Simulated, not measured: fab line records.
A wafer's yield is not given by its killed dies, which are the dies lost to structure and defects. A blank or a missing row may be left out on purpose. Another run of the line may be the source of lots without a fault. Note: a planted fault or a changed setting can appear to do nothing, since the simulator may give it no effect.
Matching of chambers ; flow nand_harc ; NHARC_P_M1_ETCH_35 on rie_diel-09: 4 sister chambers
The step etches the open film in N2/H2, target depth 40 nm, overetch 12 nm, time 43.94 s. 14 wafers are shown with their chamber, then 7 later ones without.

== WAFERS, EACH WITH ITS CHAMBER ==
wafer;chamber;showerhead_plenum_p_Torr (Torr);drypump_motor_current_A (A);rf_vpp_V (V)
L172.3;2;2.05;5.9;431.3
L172.5;0;1.91;5.3;428.3
L172.6;1;2.08;5.4;432.6
L174.1;0;1.91;5.3;428.1
L174.4;1;2.08;5.4;431.3
L174.5;1;2.08;5.4;429.5
L179.2;3;1.98;5.1;429.5
L179.3;1;2.08;5.4;430.3
L179.6;2;2.05;5.9;430.3
L183.3;3;1.98;5.0;428.6
L183.4;1;2.08;5.4;431.5
L183.6;2;2.05;5.9;431.1
L186.1;2;2.05;5.9;431.0
L186.4;3;1.97;5.1;429.6

SIGNATURES (means of the wafers above)
reading;chamber 0;chamber 1;chamber 2;chamber 3;scatter within a chamber
showerhead_plenum_p_Torr;1.9100;2.0800;2.0500;1.9767;0.00258
drypump_motor_current_A;5.300;5.400;5.900;5.067;0.0258
rf_vpp_V;428.200;431.040;430.925;429.233;0.826
Rule: for each reading, subtract the chamber's mean from the wafer's reading, divide by that reading's scatter and square the result; add these up over the readings and take the root, which gives the wafer's distance from the chamber. The wafer belongs to the nearest chamber; if the next one is less than 2 further off, it can't be placed. The scatter is the square root of a quotient: the sum, over the shown wafers, of each reading's squared deviation from its chamber's mean, divided by wafers minus chambers.

== WAFERS WITH NO CHAMBER GIVEN ==
wafer;showerhead_plenum_p_Torr (Torr);drypump_motor_current_A (A);rf_vpp_V (V)
L186.6;2.08;5.4;431.6
L187.3;2.05;5.9;431.0
L187.4;1.97;5.0;427.9
L187.5;2.08;5.4;431.8
L188.2;1.90;5.3;425.7
L188.3;2.05;5.9;430.6
L188.4;1.97;5.1;428.3

== WHICH CHAMBER EACH ONE RAN IN ==
wafer;from the rows above;in truth
L186.6;1;1
L187.3;2;2
L187.4;3;3
L187.5;1;1
L188.2;0;0
L188.3;2;2
L188.4;3;3
Correct placement for 7 of the 7. Can't be placed from these rows: 0. Placed wrongly: 0.
